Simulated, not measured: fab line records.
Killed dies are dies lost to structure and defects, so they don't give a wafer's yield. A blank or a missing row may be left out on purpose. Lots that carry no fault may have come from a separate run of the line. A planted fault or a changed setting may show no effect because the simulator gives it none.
Chamber matching -- flow n5-finfet -- 4 sister chambers for N5_BEOL_M6_DESCUM_16 on rie-diel-05
The step chemistry O2, time 7.9 s. 4 wafers are shown with their chamber, then 10 later ones without.

## WAFERS, EACH WITH ITS CHAMBER
wafer,chamber,throttle-valve-pct (%)
L077.2,3,20.60
L083.5,0,20.42
L084.1,1,20.24
L084.2,2,19.88

## WAFERS WITH NO CHAMBER GIVEN
wafer,throttle-valve-pct (%)
L084.6,19.87
L087.1,20.22
L087.2,20.45
L087.3,20.22
L094.1,20.26
L094.3,20.47
L094.4,19.90
L095.2,19.91
L095.4,20.25
L095.5,20.50

## EACH ONE'S CHAMBER
wafer,from the rows above,in truth
L084.6,2,2
L087.1,1,1
L087.2,0,0
L087.3,1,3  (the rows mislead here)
L094.1,1,1
L094.3,0,0
L094.4,2,2
L095.2,2,2
L095.4,1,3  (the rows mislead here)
L095.5,can't be placed: 0 or 3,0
Correctly placed: 7 of 10. Can't be placed from these rows: 1 (the true chamber is among the candidates in 1). 2 placed wrongly.
How it was worked out, from the rows above alone: a wafer's distance from a chamber is the root of the sum, over the readings, of the square of ((its reading less the chamber's mean) divided by the reading's scatter). The wafer belongs to the nearest chamber; if the next one is less than 2 further off, it can't be placed. For every chamber, the mean is computed from those of its wafers that are shown. The scatter: root of mean squared gap, hidden wafer to nearest shown wafer, with one shown wafer a chamber.
